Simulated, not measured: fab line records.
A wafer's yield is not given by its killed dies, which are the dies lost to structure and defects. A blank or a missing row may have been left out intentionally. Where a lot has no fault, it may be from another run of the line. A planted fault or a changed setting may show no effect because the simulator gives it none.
fab line records | flow nandHarc
record lots=5 wafers=15 lastDay=24
route steps=1159 shown P_CONTACT@217 END@1159
lots that met no fault: taken from a fault-free run of the same line
startH: hours from the record's first day to the start of the lot's first wafer shown | waitH: time in hours since the lot's previous step | " same as the row above | L1.1+2: a single row standing in for several wafers | - either no value or no given start | * or withheld: withheld | < > ~ a bound
route shown NAME@n: a module of which the file shows steps, and the number in the route of the first | usual: mean/standard deviation of fault-free wafers | same: alike in all rows | chamber/n: place in a boat | sites: each site's reading | _std_site: their standard deviation | _edge_site: mean of outer sites minus mean of inner sites | radiusMm: how far each site lies from the wafer's centre | mask NAME#n: copy n | behind: the tool/chamber that last shaped the wafer | hold: cause of the lot's hold/its duration in hours/its outcome | device: whichever transistor did not switch (one of n, p or np) | end of line: the route-end tests of the same wafers | a step without rows: its recipe alone | killed: dies lost to structure and defects at the first sort, not the wafer's yield | map: shows each die of a wafer: x if killed, . if not, _ if none is there
set.NAME: the setting that was run; set.NAME@STEP: the one run at that earlier step | model.NAME: the simulator's own value behind a step, which no gauge read
a table for each step, a row for each wafer; lots at some steps of the route
services: when a tool's chamber went out of use (startH, in hours from the record's first day, below 0 if earlier), for how many hours, and the reason
## steps
# step NHARC_P_CONTACT_DEP_30
# recipe targetThkA=300 tempC=400 targetThkNm=30 flowSccm=200 rfW=450 material=SiNx
# step NHARC_P_CONTACT_DEP_00
# recipe targetThkA=5000 tempC=400 pressureTorr=6.5 rfW=900 teosFlowSccm=161.4 flowSccm=2650 targetThkNm=500 gas=O2 material=SiO2
# usual heaterPowerW=568/72 throttleValvePct=16.0/0.51
# columns lot.wafer tool chamber startH waitH heaterPowerW throttleValvePct
L638.2 pecvd-02 0 - - 574 16.1
L638.4 " 0 " " 604 16.2
L638.5 " 2 " " 523 16.5
L644.3 pecvd-04 0 - - 552 16.5
L644.4 " 0 " " 576 16.4
L644.5 " 2 " " 582 15.5
L647.2 pecvd-01 1 - - 481 15.6
L647.3 " 0 " " 403 15.2
L647.4 " 0 " " 456 15.2
L657.3 pecvd-04 1 - - 700 14.9
L657.6 " 1 " " 710 14.8
L657.4 " 0 " " 576 16.4
L660.2 pecvd-04 2 - - 630 16.1
L660.6 " 1 " " 703 14.7
L660.4 " 2 " " 669 15.8
# step NHARC_P_CONTACT_CMP_01
# recipe targetThkNm=200 material=SiO2
# step NHARC_P_CONTACT_SRD_03
# step NHARC_P_CONTACT_DEHYDRATE_04
# recipe tempC=150 timeS=120
# step NHARC_P_CONTACT_HMDS_05
# recipe timeS=30
# step NHARC_P_CONTACT_COAT_33
# recipe tempC=260 timeS=75
# step NHARC_P_CONTACT_COAT_34
# recipe tempC=225 timeS=65
# step NHARC_P_CONTACT_COAT_06
# recipe spinRpm=1500 resistThkNm=90
# step NHARC_P_CONTACT_SOFTBAKE_07
# recipe tempC=105 timeS=55
# step NHARC_P_CONTACT_EBR_08
# step NHARC_P_CONTACT_EXPOSE_09
# recipe na=1.35 targetCdNm=90 doseMj=81.26 maskId=P_CA
# usual reticleTempC=22.99/0.11
# columns lot.wafer tool chamber startH waitH mask reticleTempC
L638.2 arfiScanner-01 0 113.42 - P_CA#0 22.90
L638.4 " 0 " " P_CA#0 23.00
L638.5 " 0 " " P_CA#0 22.89
L644.3 arfiScanner-01 0 141.34 - P_CA#0 23.11
L644.4 " 0 " " P_CA#0 23.11
L644.5 " 0 " " P_CA#0 23.01
L647.2 arfiScanner-01 0 162.66 - P_CA_R1#0 22.96
L647.3 " 0 " " P_CA_R1#0 22.97
L647.4 " 0 " " P_CA_R1#0 22.87
L657.3 arfiScanner-02 0 222.84 - P_CA#0 22.96
L657.4 " 0 " " P_CA#0 23.01
L657.6 " 0 " " P_CA#0 23.04
L660.2 arfiScanner-02 0 240.21 - P_CA#0 23.02
L660.4 " 0 " " P_CA#0 23.08
L660.6 " 0 " " P_CA#0 23.00
# step NHARC_P_CONTACT_PEB_10
# recipe pebTempC=100 pebTimeS=65
# step NHARC_P_CONTACT_DEVELOP_11
# recipe developTimeS=35 devTempC=23
# step NHARC_P_CONTACT_CD_MEAS_12
# recipe targetCdNm=90 landingEnergyEv=500
# usual cdNm=89.6/0.67
# columns lot.wafer tool chamber startH waitH cdNm
L638.2 cdSem-02 0 113.56 - 90.3
L638.4 " 0 " " 89.3
L638.5 " 0 " " 90.2
L644.3 cdSem-03 0 141.48 - 89.3
L644.4 " 0 " " 89.8
L644.5 " 0 " " 89.8
L647.2 cdSem-02 0 162.81 - 84.0
L647.3 " 0 " " 83.9
L647.4 " 0 " " 84.0
L657.3 cdSem-01 0 222.98 - 90.7
L657.4 " 0 " " 91.5
L657.6 " 0 " " 90.6
L660.2 cdSem-03 0 240.35 - 88.1
L660.4 " 0 " " 88.8
L660.6 " 0 " " 89.5
# step NHARC_P_CONTACT_OVL_MEAS_13
# usual overlayXNm=0.1/0.94 overlayYNm=0.2/0.91
# columns lot.wafer tool chamber startH waitH overlayXNm overlayYNm
L638.2 overlay-01 - 113.65 - 0.2 0.2
L638.4 " - " " 0.5 -0.1
L638.5 " - " " 0.2 0.1
L644.3 overlay-01 - 141.56 - 2.6 1.5
L644.4 " - " " 2.4 1.2
L644.5 " - " " 2.2 1.3
L647.2 overlay-02 - 162.91 - -0.3 1.5
L647.3 " - " " 0.0 0.9
L647.4 " - " " -0.4 0.7
L657.3 overlay-01 - 223.06 - -0.8 1.0
L657.4 " - " " -0.2 1.2
L657.6 " - " " -0.7 0.8
L660.2 overlay-01 - 240.43 - 1.3 1.9
L660.4 " - " " 1.0 1.3
L660.6 " - " " 0.7 1.9
# step NHARC_P_CONTACT_INSPECT_14
# usual rawDefectCount=3.7/2.1
# columns lot.wafer tool chamber startH waitH rawDefectCount
L638.2 defectInspect-01 - 113.68 0.0 4
L638.4 " - " " 2
L638.5 " - " " 3
L644.3 defectInspect-01 - 141.60 0.0 2
L644.4 " - " " 5
L644.5 " - " " 4
L647.2 defectInspect-01 - 162.95 0.0 6
L647.3 " - " " 4
L647.4 " - " " 7
L657.3 defectInspect-02 - 223.10 0.0 5
L657.4 " - " " 1
L657.6 " - " " 3
L660.2 defectInspect-01 - 240.47 0.0 7
L660.4 " - " " 7
L660.6 " - " " 2
# step NHARC_P_CONTACT_DESCUM_17
# recipe timeS=3 o2FlowSccm=200 arFlowSccm=0 biasPowerW=0 chemistry=O2
# usual drypumpMotorCurrentA=5.6/0.46 oesProductAu=1.002/0.0098 rfVppV=57.8/0.86 showerheadPlenumPTorr=1.90/0.098 throttleValvePct=11.310/0.0082
# columns lot.wafer tool chamber startH waitH drypumpMotorCurrentA oesProductAu rfHoursCounterH rfVppV showerheadPlenumPTorr throttleValvePct model.P_CONTACT.cdNm
L638.2 rieDiel-02 3 113.74 0.1 5.7 0.993 48 58.5 1.95 11.320 89.8
L638.4 " 1 " " 6.0 1.002 49 57.4 1.91 11.305 88.94
L638.5 " 0 " " 5.1 1.003 - 56.4 1.79 11.312 90.35
L644.3 rieDiel-08 2 141.66 0.1 5.4 0.995 1 58.1 1.78 11.314 88.58
L644.4 " 1 " " 5.4 1.008 1 58.4 2.04 11.298 89.74
L644.5 " 3 " " 5.6 0.982 - 57.5 1.81 11.305 90.25
L647.4 rieDiel-02 3 163.01 0.1 5.7 1.020 1 58.4 1.95 11.318 84.22
L647.2 " 0 " " 5.1 1.014 1 57.0 1.78 11.312 83.53
L647.3 " 1 " " 6.0 1.013 0 58.7 1.90 11.301 83.3
L657.4 rieDiel-02 3 223.18 0.1 5.6 1.011 22 58.5 1.94 11.302 91.41
L657.3 " 0 " " 5.1 1.005 22 57.0 1.78 11.310 89.73
L657.6 " 1 " " 6.0 0.997 - 57.2 1.90 11.310 89.73
L660.2 rieDiel-10 0 240.55 0.1 4.9 1.006 8 57.3 1.82 11.326 87.77
L660.4 " 3 " " 6.0 0.984 - 59.1 2.05 11.301 88.43
L660.6 " 0 " " 5.0 1.013 - 58.2 1.82 11.313 89.58
# step NHARC_P_CONTACT_ETCH_35
# recipe targetDepthA=390 overEtchFrac=0.3 timeS=65 ionEnergyEv=80 cf4FlowSccm=150 arFlowSccm=0 rfW=300 biasW=100 chemistry=CF4
# usual drypumpMotorCurrentA=5.6/0.46 oesProductAu=1.004/0.0095 rfVppV=151.1/1.4 showerheadPlenumPTorr=1.76/0.084 throttleValvePct=13.284/0.0094
# columns lot.wafer tool chamber startH waitH drypumpMotorCurrentA oesProductAu rfHoursCounterH rfVppV showerheadPlenumPTorr throttleValvePct
L638.4 rieDiel-02 2 113.83 0.1 5.8 1.030 49 150.6 1.68 13.285
L638.2 " 1 " " 6.0 1.006 49 150.0 1.77 13.290
L638.5 " 3 " " 5.7 1.008 - 153.2 1.80 13.295
L644.3 rieDiel-08 0 141.75 0.1 6.5 0.988 0 153.7 1.84 13.306
L644.4 " 2 " " 5.4 0.995 1 150.2 1.65 13.275
L644.5 " 3 " " 5.6 0.998 - 150.2 1.68 13.287
L647.2 rieDiel-02 1 163.09 0.1 6.0 1.007 1 152.6 1.76 13.291
L647.4 " 2 " " 5.8 1.020 1 150.5 1.68 13.284
L647.3 " 0 " " 5.1 1.003 1 149.4 1.66 13.298
L657.3 rieDiel-02 0 223.25 0.1 5.1 1.014 22 149.7 1.65 13.292
L657.4 " 3 " " 5.6 1.021 22 151.2 1.79 13.283
L657.6 " 1 " " 6.0 0.995 - 151.8 1.76 13.277
L660.2 rieDiel-10 0 240.64 0.1 4.9 1.012 8 150.1 1.69 13.287
L660.6 " 3 " " 6.0 0.987 - 152.9 1.88 13.296
L660.4 " 0 " " 5.0 1.018 - 149.6 1.69 13.286
# step NHARC_P_CONTACT_ETCH_36
# recipe targetDepthA=2600 overEtchFrac=0.25 timeS=406.25 ionEnergyEv=200 n2FlowSccm=150 h2FlowSccm=150 arFlowSccm=0 rfW=400 biasW=150 chemistry=N2/H2
# usual drypumpMotorCurrentA=5.6/0.46 oesProductAu=1.003/0.0089 rfVppV=430/3.1 showerheadPlenumPTorr=2.02/0.11 throttleValvePct=14.171/0.0091
# columns lot.wafer tool chamber startH waitH drypumpMotorCurrentA oesProductAu rfHoursCounterH rfVppV showerheadPlenumPTorr throttleValvePct
L638.2 rieDiel-02 1 - - 6.0 0.987 49 430 2.04 14.186
L638.4 " 0 " " 5.1 1.007 46 426 1.90 14.179
L638.5 " 2 " " 5.8 1.013 - 427 1.93 14.173
L644.4 rieDiel-08 2 - - 5.4 1.012 1 427 1.89 14.161
L644.3 " 3 " " 5.6 1.004 1 428 1.92 14.181
L644.5 " 0 " " 6.5 0.995 - 432 2.13 14.173
L647.3 rieDiel-02 3 - - 5.6 0.999 1 430 2.08 14.180
L647.2 " 1 " " 6.0 0.994 1 429 2.03 14.170
L647.4 " 2 " " 5.9 1.000 1 429 1.93 14.162
L657.4 rieDiel-02 2 - - 5.9 1.021 21 427 1.92 14.166
L657.3 " 3 " " 5.6 1.025 22 433 2.07 14.154
L657.6 " 1 " " 6.0 0.986 - 429 2.02 14.164
L660.2 rieDiel-10 0 - - 5.0 1.021 8 428 1.94 14.181
L660.6 " 0 " " 5.0 1.010 - 429 1.94 14.180
L660.4 " 1 " " 4.9 1.003 - 431 2.06 14.166
# step NHARC_P_CONTACT_ETCH_18
# recipe targetDepthA=4810 timeS=240.5 c4f8FlowSccm=20 o2FlowSccm=10 arFlowSccm=withheld rfW=600 biasW=1500 chemistry=C4F8/O2/Ar
# usual oesProductAu=0.967/0.015 rfVppV=978/6.6
# columns lot.wafer tool chamber startH waitH oesProductAu rfHoursCounterH rfVppV
L638.2 rieDiel-02 2 - - 1.000 49 972
L638.4 " 0 " " 0.972 46 968
L638.5 " 1 " " 0.981 - 978
L644.3 rieDiel-08 3 - - 0.959 1 972
L644.4 " 1 " " 0.981 1 987
L644.5 " 3 " " 0.945 - 971
L647.3 rieDiel-02 1 - - 0.973 1 976
L647.4 " 2 " " 0.988 1 971
L647.2 " 3 " " 0.976 1 980
L657.4 rieDiel-02 2 - - 0.966 21 971
L657.3 " 0 " " 0.963 23 968
L657.6 " 3 " " 0.969 - 981
L660.2 rieDiel-10 0 - - 0.981 8 972
L660.4 " 3 " " 0.960 - 988
L660.6 " 1 " " 0.962 - 979
# step NHARC_P_CONTACT_STRIP_37
# recipe c4f8FlowSccm=withheld o2FlowSccm=8 arFlowSccm=withheld biasW=0 chemistry=C4F8/O2/Ar
# step NHARC_P_CONTACT_ETCH_31
# recipe targetDepthA=300 timeS=85.7 ionEnergyEv=120 overEtchFrac=1 ch3fFlowSccm=50 o2FlowSccm=30 arFlowSccm=200 rfW=500 biasW=100 chemistry=CH3F/O2
# usual drypumpMotorCurrentA=5.6/0.47 oesProductAu=0.984/0.011 rfVppV=244.0/1.8 showerheadPlenumPTorr=2.44/0.12 throttleValvePct=20.662/0.0085
# columns lot.wafer tool chamber startH waitH drypumpMotorCurrentA oesProductAu rfHoursCounterH rfVppV showerheadPlenumPTorr throttleValvePct model.P_CONTACT.cdNm
L638.4 rieDiel-02 2 - - 5.9 1.012 49 243.5 2.34 20.672 86.45
L638.2 " 3 " " 5.6 0.973 49 244.8 2.51 20.665 88.45
L638.5 " 0 " " 5.1 0.988 - 242.4 2.30 20.664 89.28
L644.3 rieDiel-08 3 - - 5.6 0.989 1 240.9 2.32 20.655 91.61
L644.4 " 0 " " 6.4 0.976 1 246.6 2.56 20.672 90.74
L644.5 " 3 " " 5.6 0.979 - 242.2 2.32 20.681 92.48
L647.3 rieDiel-02 3 - - 5.7 0.984 1 244.4 2.50 20.668 82.44
L647.4 " 0 " " 5.1 0.993 1 242.1 2.30 20.667 86.84
L647.2 " 1 " " 6.0 0.993 1 245.1 2.45 20.643 84.41
L657.4 rieDiel-02 2 - - 5.8 0.998 22 242.5 2.32 20.671 92.85
L657.3 " 3 " " 5.6 0.990 22 245.5 2.49 20.665 89.4
L657.6 " 1 " " 6.0 0.979 - 244.1 2.44 20.660 90.1
L660.2 rieDiel-10 1 - - 4.9 0.984 8 246.3 2.48 20.648 88.38
L660.4 " 3 " " 6.0 0.980 - 246.7 2.63 20.656 89.09
L660.6 " 0 " " 5.0 0.996 - 241.8 2.34 20.665 91.11
# step NHARC_P_CONTACT_CD_MEAS_19
# usual cdNm=89.4/1.6
# columns lot.wafer tool chamber startH waitH cdNm
L638.2 cdSem-01 - 114.62 - 88.5
L638.4 " - " " 86.3
L638.5 " - " " 89.3
L644.3 cdSem-03 - 142.72 - 91.9
L644.4 " - " " 91.2
L644.5 " - " " 92.2
L647.2 cdSem-01 - 163.88 - 84.3
L647.3 " - " " 82.7
L647.4 " - " " 87.0
L657.3 cdSem-02 - 224.70 - 89.4
L657.4 " - " " 92.8
L657.6 " - " " 90.1
L660.2 cdSem-03 - 241.56 - 88.2
L660.4 " - " " 88.7
L660.6 " - " " 91.2
# step NHARC_P_CONTACT_STRIP_28
# recipe o2FlowSccm=500 arFlowSccm=0 biasW=0 chemistry=O2
# usual drypumpMotorCurrentA=5.6/0.47 oesProductAu=1.001/0.0086 rfVppV=57.6/0.93 showerheadPlenumPTorr=3.51/0.17 throttleValvePct=17.037/0.0094
# columns lot.wafer tool chamber startH waitH drypumpMotorCurrentA oesProductAu rfHoursCounterH rfVppV showerheadPlenumPTorr throttleValvePct
L638.2 rieDiel-08 2 114.71 0.1 5.4 0.989 14 57.0 3.30 17.018
L638.5 " 0 " " 6.4 0.998 - 58.7 3.67 17.019
L638.4 " 3 " " 5.6 0.992 - 57.2 3.34 17.028
L644.4 rieDiel-10 3 142.80 0.1 6.1 1.006 14 59.1 3.77 17.039
L644.3 " 1 " " 4.9 1.002 10 58.8 3.56 17.039
L644.5 " 2 " " 5.8 1.001 - 57.7 3.48 17.030
L647.4 rieDiel-10 2 163.96 0.1 5.8 1.022 15 56.8 3.48 17.028
L647.3 " 3 " " 6.0 1.001 16 58.6 3.77 17.038
L647.2 " 0 " " 4.9 0.993 15 57.5 3.37 17.039
L657.3 rieDiel-10 2 224.78 0.1 5.8 0.992 7 56.2 3.47 17.038
L657.4 " 3 " " 6.0 0.998 7 59.0 3.76 17.038
L657.6 " 1 " " 4.9 0.999 - 58.6 3.56 17.042
L660.2 rieDiel-08 2 241.63 0.1 5.5 1.008 12 57.6 3.29 17.034
L660.4 " 0 " " 6.4 1.008 11 57.5 3.67 17.033
L660.6 " 3 " " 5.6 0.994 - 57.2 3.34 17.037
# step NHARC_END_SORT_01
# recipe tempC=25
# usual killedAtArray=29/11 killedAtOther=0.7/1.1 killedAtPeriphery=3.1/2 killedDies=33/11 killedOpen=3.5/1.8 killedShort=2.0/1.4
# same grossDies=677
# columns lot.wafer tool chamber startH waitH killedAtArray killedAtOther killedAtPeriphery killedDies killedOpen killedShort
L647.2 prober-01 0 505.23 2.8 38 3 3 44 3 1
# killed by level:class
L647.2 A_CHANNEL_HOLE_D1:chamberFilmFlake=16 A_SLIT:chamberFilmFlake=9 A_STAIRCASE:chamberFilmFlake=6 THIN_TSV:chamberFilmFlake=3 A_CONTACT:geometricParticle:open=2 P_GATE:chamberFilmFlake=2 A_ZERO_WELL:chamberFilmFlake=2 A_CONTACT:geometricParticle:short=1
## services
# columns tool chamber startH hours kind
pecvd-02 - 91.28 0.5 repair
rieDiel-10 0 93.68 3.7 repair
rieDiel-10 2 96.95 3.0 repair
pecvd-02 0 104.66 5.0 repair
rieDiel-02 0 106.91 - clean
rieDiel-02 1 106.91 - clean
rieDiel-02 2 106.91 - clean
arfiScanner-01 - 108.69 2.4 repair
rieDiel-08 1 113.04 8.9 repair
pecvd-01 1 113.72 6.4 repair
rieDiel-08 - 124.80 9.0 pm
rieDiel-02 0 129.22 26.0 repair
arfiScanner-01 - 142.26 0.4 repair
rieDiel-02 - 150.76 9.0 pm
pecvd-02 - 153.56 13.0 pm
arfiScanner-01 - 164.09 1.1 repair
rieDiel-10 - 176.50 9.0 pm
pecvd-04 - 195.04 13.0 pm
arfiScanner-01 - 196.00 4.0 pm
pecvd-01 0 215.17 22.3 repair
rieDiel-08 2 222.42 3.2 repair
rieDiel-08 3 226.48 5.6 repair
rieDiel-10 2 236.64 15.1 repair
pecvd-01 - 237.02 13.0 pm
## key
firstSign step=NHARC_P_CONTACT_EXPOSE_09 reading=mask direction=changed
effect step=NHARC_P_CONTACT_CD_MEAS_12 reading=cdNm direction=down sigmas=8.4 usual=89.6 struck=84.0
effect step=NHARC_P_CONTACT_CD_MEAS_19 reading=cdNm direction=down sigmas=3 usual=89.4 struck=84.7
modelEffect step=NHARC_P_CONTACT_DESCUM_17 value=P_CONTACT.cdNm without=89.35 struck=83.69
modelEffect step=NHARC_P_CONTACT_ETCH_31 value=P_CONTACT.cdNm without=90.23 struck=84.56
metAt NHARC_P_CONTACT_EXPOSE_09
struckWafers L647.2,L647.3,L647.4
testerLeftOut L647
onsetBetween 141.34 162.66
fault kind=wrongMask tool=any chamber=- onsetH=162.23 steps=NHARC_P_CONTACT_EXPOSE_09 auxCopy=P_CA_R1#0 cdOffsetNm=-5.6677 scope=struckLotsOnly
# testerLeftOut: of these lots the tester's yield and bins aren't shown, on N5 and GAA mostly nor the transistor test; their killed dies are dies lost to structure and defects alone, not to doping, threshold or leakage, so they don't give the yield
